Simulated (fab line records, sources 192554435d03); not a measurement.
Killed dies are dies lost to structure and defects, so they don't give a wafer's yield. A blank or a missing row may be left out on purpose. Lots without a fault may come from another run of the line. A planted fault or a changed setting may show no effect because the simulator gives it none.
A struck lot beside a sound one | flow n5_finfet | 40 steps out of a route of 1938
Sound: wafers L948.1, L948.4, L948.5. Struck: wafers L956.3, L956.4, L956.5. The cause comes at the end.
At each step with rows: each side's tool, then ch and its chambers, then its first start. Under that, the readings that differ: sound wafers | struck wafers | difference of the means | sigmas: that difference in standard deviations of wafers without a fault.
alike: readings whose means differ by less than 2 such deviations, and words and numbers that are the same on both sides. not compared: withheld readings, readings that some wafer has no value for, bounds like >300 that may hide the same value, and numbers for which the record gives no deviation and whose values overlap.
The two part at a step that has a row with sigmas, a row that says differs or no value, or rows on one side only. Numbers that don't overlap but have no deviation are shown without sigmas and don't part them. A reading that every wafer of one side lacks parts them only if that side has two wafers or more.

first, 12 steps without rows for these wafers: N5_MOL_CONTACT_COAG_PRECLEAN_111 (cleans in NF3:NH3, afs cycles 1, time 20 s, sublimation time 60 s); N5_MOL_CONTACT_COAG_TI_SIL_19 (material Ti, target thk 4.2 nm, time 15 s); N5_MOL_CONTACT_COAG_ALD_20 (deposits TiN, target thk 1.5 nm, pulse time 1 s, purge time 3 s); N5_MOL_CONTACT_COAG_SIL_ANNEAL_21 (time 60 s); N5_MOL_CONTACT_COAG_PRE_CLEAN_141 (time 60 s); N5_MOL_CONTACT_COAG_SPUTTER_143 (material Co, target thk 2.5 nm); N5_MOL_CONTACT_COAG_CO_FILL_22 (material Co, precursor CCTBA/H2, target thk 20 nm); N5_MOL_CONTACT_COAG_ANNEAL_113 (time 300 s); N5_MOL_CONTACT_COAG_PRE_CLEAN_142 (time 60 s); N5_MOL_CONTACT_COAG_SPUTTER_130 (material Co, target thk 47.5 nm); N5_MOL_CONTACT_COAG_PRECLEAN_125 (cleans in DIW, time 57.5 s); N5_MOL_CONTACT_COAG_SRD_126 (dry time 32 s).
N5_MOL_CONTACT_COAG_CMP_23: polishes, stops on SiO2, t overpolish 1.5 s, target thk 0 nm.
  sound on cmp-03 ch 0,3, day 6 21:31; struck on cmp-03 ch 0,1, day 8 20:11
  reading                                       | sound             | struck            | difference | sigmas
  head_pressure_psi (psi)                       | 2.004 2.004 1.997 | 1.508 1.499 1.508 | -0.497     | -99 or more
  model.SiNx_of_GATE_CUT_SAC_CAP_01.thk_nm (nm) | 18.6 18.6 18.4    | 19.2 19.2 19      | +0.6       |
  alike: motor_current_A, overpolish_run_s, time_to_endpoint_s
then, 3 steps without rows for these wafers: N5_MOL_CONTACT_COAG_WET_ETCH_26 (target Co, target depth 13 nm); N5_MOL_CONTACT_COAG_WET_ETCH_116 (etches the open film in SC1-inhibited, target depth 4.6 nm, rinse time 30 s); N5_MOL_CONTACT_COAG_ALD_27 (deposits SiOC, target thk 17 nm, pulse time 1.5 s, time 2720 s).
N5_MOL_CONTACT_COAG_CMP_28: polishes, stops on SiNx, t overpolish 0.85 s, target thk 14.522 nm.
  sound on cmp-01 ch 0,2, day 6 23:56; struck on cmp-04 ch 0,3, day 8 22:41
  reading                                       | sound        | struck         | difference | sigmas
  model.SiNx_of_GATE_CUT_SAC_CAP_01.thk_nm (nm) | 18.2 18.2 18 | 18.8 18.8 18.6 | +0.6       |
  alike: head_pressure_psi, motor_current_A, time_to_endpoint_s
N5_MOL_CONTACT_COAG_THK_MEAS_29:
  sound on film_metro-02, day 7 00:12; struck on film_metro-01, day 8 22:58
  reading         | sound             | struck            | difference | sigmas
  MD_CAP_THK (nm) | 18.17 18.15 18.10 | 18.76 18.80 18.65 | +0.60      | +4
then, 19 steps without rows for these wafers: N5_MOL_CONTACT_COAG_ALD_123 (deposits SiNx, target thk 5 nm, pulse time 1 s, purge time 2 s); N5_MOL_CONTACT_COAG_PECVD_31 (deposits SiO2 from TEOS/O2, target thk 46 nm, time 8.9 s); N5_MOL_CONTACT_COAG_COAT_75 (time 60 s, resist thk 60 nm); N5_MOL_CONTACT_COAG_COAT_76 (time 60 s, resist thk 10 nm); N5_MOL_CONTACT_COAG_COAT_77 (time 60 s, resist thk 10 nm); N5_MOL_CONTACT_COAG_COAT_78 (resist thk 40 nm); N5_MOL_CONTACT_COAG_EBR_80; N5_MOL_CONTACT_COAG_SOFTBAKE_79 (time 60 s); N5_MOL_CONTACT_COAG_EXPOSE_81 (exposes mask VG, defocus 0 nm); N5_MOL_CONTACT_COAG_PEB_82 (peb time 60 s); N5_MOL_CONTACT_COAG_DEVELOP_83 (develop time 30 s); N5_MOL_CONTACT_COAG_DESCUM_88 (chemistry O2, time 7 s); N5_MOL_CONTACT_COAG_ETCH_89 (etches underlayer in N2/H2, target depth 13 nm, time 10.4 s); N5_MOL_CONTACT_COAG_ETCH_90 (etches SiARC in CF4, target depth 13 nm, time 21.7 s); N5_MOL_CONTACT_COAG_ALD_131 (deposits SiO2, target thk 5 nm, pulse time 1 s, co reactant pulse time 1 s); N5_MOL_CONTACT_COAG_ETCHBACK_132 (etches SiO2 in CHF3, target depth 10 nm, time 6.7 s); N5_MOL_CONTACT_COAG_ETCH_91 (etches SOC in N2/H2, target depth 60 nm, overetch 21 nm, time 101.2 s); N5_MOL_CONTACT_COAG_STRIP_92 (strips in N2/H2); N5_MOL_CONTACT_COAG_STRIP_93 (strips in N2/H2).
N5_MOL_CONTACT_COAG_ETCH_47: etches SiNx in CH3F/O2, stops on W, target depth 27 nm.
  sound on rie_diel-06 ch 0,1, day 7 02:29; struck on rie_diel-02 ch 0,2, day 9 01:19
  reading                                      | sound             | struck            | difference | sigmas
  model.etch.depth_nm (nm)                     | 18.21 18.19 18.09 | 18.82 18.81 18.67 | +0.60      |
  model.MOL_CONTACT_COAG.feature_depth_nm (nm) | 18.8 18.8 18.6    | 19.4 19.4 19.2    | +0.6       |
  alike: drypump_motor_current_A, etch_rf_on_time_s, oes_ar_750_au, oes_product_au, rf_vpp_V, showerhead_plenum_p_Torr, throttle_valve_pct
  not compared: rf_hours_counter_h
-- the record jumps here: 4 days lie between the struck wafers' starts before and after (it left off in module MOL_CONTACT_COAG and takes up again in module BEOL_M4, whose first step shown is number 1111 of the route) --
N5_BEOL_M4_RC_MEAS_101:
  sound on prober-01 ch 0, day 11 02:39; struck on prober-02 ch 0, day 12 23:17
  alike: DIBL_N, DIBL_P, IOFF_N, IOFF_P, ION_N, ION_P, SS_N, SS_P, VT_N, VT_P
-- the record jumps here: 5 days lie between the struck wafers' starts before and after (it left off in module BEOL_M4 and takes up again in module PASSIVATION, whose first step shown is number 1936 of the route) --
N5_PASSIVATION_PROBE_49:
  sound on prober-01, day 15 13:29; struck on prober-02, day 17 11:47
  alike: defect_limited_yield, killed_at_M0_to_M3, killed_at_M4_up, killed_at_contacts, killed_at_front_end, killed_at_other, killed_dies, killed_open, killed_short, sort_bin_4_leakage, sort_bin_5_function, sort_bin_6_memory, sort_bin_8_speed, sort_n_pass, sort_yield_pct

WHERE THEY PART
First at N5_MOL_CONTACT_COAG_CMP_23; last, within this record, at N5_MOL_CONTACT_COAG_THK_MEAS_29. Later steps at which nothing parts them and some readings are alike: N5_MOL_CONTACT_COAG_ETCH_47, N5_BEOL_M4_RC_MEAS_101, N5_PASSIVATION_PROBE_49.

WHY: what the simulator had put in
Process parameter drift: cmp-03, from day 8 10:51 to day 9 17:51, at N5_MOL_CONTACT_COAG_CMP_23. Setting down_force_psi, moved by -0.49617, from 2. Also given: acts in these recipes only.
